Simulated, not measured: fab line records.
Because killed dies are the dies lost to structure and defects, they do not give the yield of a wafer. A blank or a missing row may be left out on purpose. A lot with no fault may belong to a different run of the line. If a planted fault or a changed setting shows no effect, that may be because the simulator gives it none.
Split-lot study ; flow n5 finfet ; 39 wafers read across 7 lots, on a route 1938 steps long

== SPLIT DETAILS ==
At N5_DUMMY_GATE_ETCH_31 (etches SiO2 in C4F6/O2, target depth 82.5 nm, time 27.5 s), the setting target depth a was moved away from the recipe's 825 angstrom on 18 of the 39 wafers read, by -10.0% to +11.6%. This setting was run at the recipe's value on the other wafers.

Reading taken at the split's own step.

== THE READING ==
SOC_of_DUMMY_GATE_COAT_34.thk nm (the simulator's own value, which no gauge read), in nm, at N5_DUMMY_GATE_ETCH_31 (etches SiO2 in C4F6/O2, target depth 82.5 nm, time 27.5 s). The file does not state a usual value for it. Average 52.0 nm, standard deviation 0.16 nm, over the 21 wafers here run with the recipe.

wafer;tool, chamber at the split;target depth a as run, angstrom;against the recipe;SOC_of_DUMMY_GATE_COAT_34.thk nm, nm;against lot-mates on the recipe
L074.3;rie diel-02, 2;825;recipe;51.8;-
L074.4;rie diel-02, 3;825;recipe;52;-
L074.6;rie diel-02, 0;825;recipe;52;-
L075.1;rie diel-01, 3;825;recipe;52.2;-
L075.2;rie diel-01, 1;920.4;+11.6%;51.2;-0.7
L075.3;rie diel-01, 0;920.4;+11.6%;51;-0.9
L075.4;rie diel-01, 2;825;recipe;51.6;-
L075.5;rie diel-01, 3;825;recipe;52;-
L075.6;rie diel-01, 0;920.4;+11.6%;51.2;-0.7
L082.1;rie diel-01, 2;825;recipe;51.6;-
L082.2;rie diel-01, 1;825;recipe;52;-
L082.3;rie diel-01, 0;825;recipe;52;-
L082.4;rie diel-01, 3;889.2;+7.8%;51.4;-0.5
L082.5;rie diel-01, 2;889.2;+7.8%;51.4;-0.5
L082.6;rie diel-01, 3;889.2;+7.8%;51.2;-0.7
L084.1;rie diel-01, 2;759.1;-8.0%;52.6;+0.5
L084.2;rie diel-01, 3;825;recipe;52;-
L084.3;rie diel-01, 0;825;recipe;52;-
L084.4;rie diel-01, 1;759.1;-8.0%;53;+0.9
L084.5;rie diel-01, 2;825;recipe;52.2;-
L084.6;rie diel-01, 3;759.1;-8.0%;52.8;+0.7
L089.1;rie diel-02, 0;825;recipe;52;-
L089.2;rie diel-02, 1;860.7;+4.3%;51.6;-0.4
L089.3;rie diel-02, 3;825;recipe;52;-
L089.4;rie diel-02, 3;860.7;+4.3%;51.6;-0.4
L089.5;rie diel-02, 0;860.7;+4.3%;51.8;-0.2
L089.6;rie diel-02, 1;825;recipe;52;-
L095.1;rie diel-01, 3;825;recipe;52;-
L095.2;rie diel-01, 0;825;recipe;51.8;-
L095.3;rie diel-01, 1;825;recipe;52.2;-
L095.4;rie diel-01, 2;747.6;-9.4%;52.6;+0.6
L095.5;rie diel-01, 2;747.6;-9.4%;52.4;+0.4
L095.6;rie diel-01, 3;747.6;-9.4%;52.8;+0.8
L097.1;rie diel-02, 1;825;recipe;52;-
L097.2;rie diel-02, 0;742.6;-10.0%;52.8;+0.7
L097.3;rie diel-02, 2;825;recipe;52.2;-
L097.4;rie diel-02, 3;742.6;-10.0%;53;+0.9
L097.5;rie diel-02, 0;825;recipe;52;-
L097.6;rie diel-02, 3;742.6;-10.0%;53;+0.9

FIT RESULTS
A straight line over all 39 wafers: SOC_of_DUMMY_GATE_COAT_34.thk nm changes by -0.0818 nm for each +1% of target depth a; r = -0.95; the points scatter about the line by 0.17 nm.
The same after taking each lot's own level away (the mean of its wafers on the recipe; 39 wafers): -0.0752 nm for each +1%; r = -0.95; scatter 0.15 nm.
That fit puts the effect of the largest move of target depth a on the reading at 0.87 nm.
The lots' own levels span 51.87 to 52.07 nm, that is 1.2 times the standard deviation above.
So the lot-to-lot level changes the slope little: the two slopes agree.
Check: for one of the wafers moved furthest among these (+11.6%), held out of the fit, the line's prediction against its lot-mates is -0.866 nm. Against them it came out at -0.733 nm.

== THE WHOLE CHAIN: every reading that the file lists as answering this split, in the file's order ==
step;what it does;reading;change (the file's fit);r (the file's)
N5_DUMMY_GATE_ETCH_31;etches SiO2 in C4F6/O2, target depth 82.5 nm, time 27.5 s;etch.depth nm (the simulator's own value, which no gauge read);+0.803 nm for each +1% of the setting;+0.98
N5_DUMMY_GATE_ETCH_31;etches SiO2 in C4F6/O2, target depth 82.5 nm, time 27.5 s;SOC_of_DUMMY_GATE_COAT_34.thk nm (the simulator's own value, which no gauge read);-0.0753 nm for each +1% of the setting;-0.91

== FILE'S OWN FIT ==
SOC_of_DUMMY_GATE_COAT_34.thk nm changes by -0.0753 nm for each +1% of target depth a, r = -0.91.
